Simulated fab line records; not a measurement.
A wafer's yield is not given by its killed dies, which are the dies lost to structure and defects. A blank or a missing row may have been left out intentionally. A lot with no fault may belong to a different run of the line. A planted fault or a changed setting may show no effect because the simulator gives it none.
Which tool was responsible? + flow nand harc + 12 lots, 36 wafers sampled, at 6 steps of a route of 1302

== WHAT EACH GAUGE READ, for each wafer ==
NHARC_A_SGD_CUT_CD_MEAS_09: the cd target is 100 nm. Usual: cd nm 100.0 nm, standard deviation 0.66.
| lot  | measured     | on        | cd nm (nm)        | flag |
|------|--------------|-----------|-------------------|------|
| L329 | day 19 20:27 | cd sem-03 | 99.7 98.5 99.2    |      |
| L331 | day 20 18:16 | cd sem-02 | 100.4 100.2 100.6 |      |
| L330 | day 20 18:38 | cd sem-02 | 100.6 101.4 100.8 |      |
| L332 | day 21 11:41 | cd sem-02 | 99.5 99.0 99.4    |      |
| L333 | day 21 11:51 | cd sem-03 | 100.8 101.0 101.0 |      |
| L334 | day 22 05:49 | cd sem-03 | 100.0 99.8 99.8   |      |
| L336 | day 23 12:07 | cd sem-03 | 99.3 99.2 99.7    |      |
| L343 | day 25 17:09 | cd sem-02 | 98.8 98.8 98.8    |      |
| L346 | day 27 09:01 | cd sem-02 | 99.4 99.7 100.1   |      |
| L347 | day 27 19:34 | cd sem-03 | 100.3 100.0 100.4 |      |
| L348 | day 28 22:30 | cd sem-03 | 100.6 100.5 100.7 |      |
| L349 | day 29 02:04 | cd sem-03 | 100.3 100.4 100.1 |      |

NHARC_A_SGD_CUT_INSPECT_25. Usual: raw defect count 396, standard deviation 84.
| lot  | measured     | on                | raw defect count | flag |
|------|--------------|-------------------|------------------|------|
| L329 | day 20 03:20 | defect inspect-01 | 425 238 283      |      |
| L331 | day 21 01:05 | defect inspect-02 | 445 346 372      |      |
| L330 | day 21 01:04 | defect inspect-01 | 477 364 432      |      |
| L332 | day 21 19:52 | defect inspect-01 | 424 340 616      |      |
| L333 | day 21 19:52 | defect inspect-02 | 474 287 322      |      |
| L334 | day 22 12:31 | defect inspect-01 | 852 892 784      | OFF  |
| L336 | day 23 18:56 | defect inspect-01 | 645 654 673      | OFF  |
| L343 | day 26 00:03 | defect inspect-01 | 390 331 381      |      |
| L346 | day 27 15:41 | defect inspect-01 | 479 379 508      |      |
| L347 | day 28 02:15 | defect inspect-02 | 250 301 219      |      |
| L348 | day 29 05:10 | defect inspect-02 | 320 343 410      |      |
| L349 | day 29 09:07 | defect inspect-02 | 400 451 350      |      |

NHARC_END_SORT_01. Usual: killed at array 57, standard deviation 19; killed at other 0.9, standard deviation 1.1; killed at periphery 4.0, standard deviation 2.6; killed dies 62, standard deviation 19; killed open 3.3, standard deviation 1.8; killed short 2.4, standard deviation 1.7.
| lot  | measured     | on        | killed at array | killed at other | killed at periphery | killed dies | killed open | killed short | flag |
|------|--------------|-----------|-----------------|-----------------|---------------------|-------------|-------------|--------------|------|
| L334 | day 27 12:47 | prober-01 | 278 283 265     | 2 0 1           | 0 2 0               | 280 285 266 | 2 3 2       | 0 6 2        | OFF  |
| L336 | day 28 11:38 | prober-02 | 295 297 274     | 0 1 0           | 0 3 1               | 295 301 275 | 4 5 3       | 1 3 1        | OFF  |

== WHAT TOOL EACH LOT RAN ON (gives the tool, then ch and the chambers of the sampled wafers, and finally the start) ==
| lot  | NHARC_A_SGD_CUT_CMP_21        | NHARC_A_SGD_CUT_STRIP_28                      | NHARC_A_SLIT_DEP_00           |
|------|-------------------------------|-----------------------------------------------|-------------------------------|
| L329 | cmp-04 ch 0,2, day 20 02:38   | rie diel-10 ch 0,2, day 20 03:20 or earlier   | acl dep-03 ch 0, day 20 04:22 |
| L331 | cmp-02 ch 0,1,3, day 21 00:20 | rie diel-11 ch 0,1,3, day 21 01:05 or earlier | acl dep-01 ch 0, day 21 05:31 |
| L330 | cmp-04 ch 2,3, day 21 00:22   | rie diel-10 ch 0,3, day 21 01:04 or earlier   | acl dep-02 ch 0, day 21 02:09 |
| L332 | cmp-01 ch 0,1,2, day 21 19:11 | rie diel-05 ch 0,2,3, day 21 19:52 or earlier | acl dep-01 ch 0, day 22 01:52 |
| L333 | cmp-02 ch 0,1,2, day 21 19:08 | rie diel-10 ch 0,2,3, day 21 19:52 or earlier | acl dep-02 ch 0, day 21 22:02 |
| L334 | cmp-02 ch 0,1,2, day 22 11:46 | rie diel-05 ch 2,3, day 22 12:31 or earlier   | acl dep-01 ch 0, day 22 14:10 |
| L336 | cmp-02 ch 0,2, day 23 18:14   | rie diel-10 ch 0,1,2, day 23 18:56 or earlier | acl dep-02 ch 0, day 23 19:57 |
| L343 | cmp-02 ch 1,2,3, day 25 23:21 | rie diel-11 ch 1,2,3, day 26 00:03 or earlier | acl dep-01 ch 0, day 26 03:19 |
| L346 | cmp-02 ch 0,2,3, day 27 15:01 | rie diel-10 ch 1,3, day 27 15:41 or earlier   | acl dep-01 ch 0, day 27 19:33 |
| L347 | cmp-01 ch 0,1,3, day 28 01:33 | rie diel-11 ch 0,1,2, day 28 02:15 or earlier | acl dep-01 ch 0, day 28 06:07 |
| L348 | cmp-04 ch 0,1,3, day 29 04:31 | rie diel-10 ch 1,2, day 29 05:10 or earlier   | acl dep-02 ch 0, day 29 06:50 |
| L349 | cmp-01 ch 0,1,2, day 29 08:24 | rie diel-05 ch 0,3, day 29 09:07 or earlier   | acl dep-02 ch 0, day 29 10:45 |
- NHARC_A_SGD_CUT_CMP_21: polishes, target thk 148.19 nm.
- NHARC_A_SGD_CUT_STRIP_28: strips in O2, time 20 s.
- NHARC_A_SLIT_DEP_00: deposits aC, target thk 6200 nm.

== AS READ BY THE TOOLS THEMSELVES (means over the sampled wafers that have a number; for cases with no such wafer, the mark the record gives instead) ==
NHARC_A_SGD_CUT_CMP_21. Usual: motor current A 11.6 A, standard deviation 1.4; slurry filter dp kPa 13.49 kPa, standard deviation 0.13; time to endpoint s 51 s, standard deviation 3.2.
| lot  | tool   | motor current A (A) | slurry filter dp kPa (kPa) | time to endpoint s (s) | flag |
|------|--------|---------------------|----------------------------|------------------------|------|
| L329 | cmp-04 | 10.0                | 13.57                      | 55                     |      |
| L331 | cmp-02 | 11.4                | 13.45                      | 52                     |      |
| L330 | cmp-04 | 11.0                | 13.58                      | 50                     |      |
| L332 | cmp-01 | 12.1                | 13.53                      | 52                     |      |
| L333 | cmp-02 | 11.4                | 13.46                      | 53                     |      |
| L334 | cmp-02 | 11.9                | 13.68                      | 51                     |      |
| L336 | cmp-02 | 11.8                | 13.56                      | 51                     |      |
| L343 | cmp-02 | 12.2                | 13.69                      | 52                     |      |
| L346 | cmp-02 | 12.8                | 13.42                      | 52                     |      |
| L347 | cmp-01 | 11.4                | 13.45                      | 46                     |      |
| L348 | cmp-04 | 12.1                | 13.45                      | 47                     |      |
| L349 | cmp-01 | 11.6                | 13.49                      | 54                     |      |

NHARC_A_SGD_CUT_STRIP_28. Usual: value, then standard deviation, for each; drypump motor current A 5.61 A / 0.29; mfc ar sccm 0.008 sccm / 0.0094; o2 flow sccm 500.0 sccm / 1.6; oes product au 1.004 a.u. / 0.011; rf vpp V 57.9 V / 1; showerhead plenum p Torr 3.55 Torr / 0.14; throttle valve pct 17.037 % / 0.0092.
| lot  | tool        | drypump motor current A (A) | mfc ar sccm (sccm) | o2 flow sccm (sccm) | oes product au (a.u.) | rf vpp V (V) | showerhead plenum p Torr (Torr) | throttle valve pct (%) | flag |
|------|-------------|-----------------------------|--------------------|---------------------|-----------------------|--------------|---------------------------------|------------------------|------|
| L329 | rie diel-10 | 5.23                        | 0.018              | 500.4               | 0.993                 | 57.5         | 3.42                            | 17.034                 |      |
| L331 | rie diel-11 | 5.83                        | 0.007              | 499.8               | 1.005                 | 58.7         | 3.64                            | 17.044                 |      |
| L330 | rie diel-10 | 5.47                        | 0.008              | 499.9               | 0.986                 | 56.7         | 3.48                            | 17.035                 |      |
| L332 | rie diel-05 | 5.57                        | 0.006              | 499.7               | 1.004                 | 56.8         | 3.41                            | 17.044                 |      |
| L333 | rie diel-10 | 5.43                        | 0.015              | 500.5               | 0.995                 | 57.6         | 3.46                            | 17.033                 |      |
| L334 | rie diel-05 | 5.59                        | 0.006              | 500.0               | 1.007                 | 57.5         | 3.40                            | 17.032                 |      |
| L336 | rie diel-10 | 5.40                        | 0.013              | 501.1               | 1.007                 | 57.5         | 3.54                            | 17.036                 |      |
| L343 | rie diel-11 | 5.74                        | 0.007              | 500.4               | 1.001                 | 58.7         | 3.68                            | 17.032                 |      |
| L346 | rie diel-10 | 5.62                        | 0.002              | 498.2               | 1.000                 | 57.6         | 3.69                            | 17.042                 |      |
| L347 | rie diel-11 | 5.58                        | 0.007              | 499.4               | 0.998                 | 58.5         | 3.63                            | 17.039                 |      |
| L348 | rie diel-10 | 5.55                        | 0.018              | 500.2               | 1.009                 | 57.3         | 3.56                            | 17.030                 |      |
| L349 | rie diel-05 | 5.50                        | 0.009              | 499.0               | 1.007                 | 58.3         | 3.44                            | 17.043                 |      |

NHARC_A_SLIT_DEP_00. Usual: throttle valve pct 35.000 %, standard deviation 0.0096.
| lot  | tool       | throttle valve pct (%) | flag |
|------|------------|------------------------|------|
| L329 | acl dep-03 | 34.998                 |      |
| L331 | acl dep-01 | 35.001                 |      |
| L330 | acl dep-02 | 35.007                 |      |
| L332 | acl dep-01 | 35.002                 |      |
| L333 | acl dep-02 | 35.000                 |      |
| L334 | acl dep-01 | 35.006                 |      |
| L336 | acl dep-02 | 35.009                 |      |
| L343 | acl dep-01 | 34.991                 |      |
| L346 | acl dep-01 | 34.999                 |      |
| L347 | acl dep-01 | 35.006                 |      |
| L348 | acl dep-02 | 34.999                 |      |
| L349 | acl dep-02 | 34.999                 |      |

== THE ANSWER, worked out from the rows above alone ==
Rule: take the mean of a lot's wafers that have a number; if it is more than 3 standard deviations from the usual mean, the lot is off. Also off: a lot with no number at a reading for which 4 or more lots have one. Where the step has rows for the other lots, those lots are counted as sound. Order of review: gauges by route order, followed by the tools' own readings, for which a lot's mean as printed above is used. The first step at which some lot is off is used, and at that step the reading that is off furthest; a lot without a number counts as furthest.
Off: L334, L336 (NHARC_A_SGD_CUT_INSPECT_25, raw defect count).
If a tool, at a process step before that reading, ran all the lots that are off and no sound lot after the first of them, it fits. The gauges at NHARC_A_SGD_CUT_INSPECT_25 aren't tried: what is off there is off at NHARC_END_SORT_01 too, on other tools, and a gauge's error can't cause that. Because NHARC_A_SGD_CUT_STRIP_28 lacks a start for some lots, the hours and order of its lots are taken from NHARC_A_SGD_CUT_INSPECT_25. None of those tried fits.

== WHAT HAD BEEN PUT IN BY THE SIMULATOR ==
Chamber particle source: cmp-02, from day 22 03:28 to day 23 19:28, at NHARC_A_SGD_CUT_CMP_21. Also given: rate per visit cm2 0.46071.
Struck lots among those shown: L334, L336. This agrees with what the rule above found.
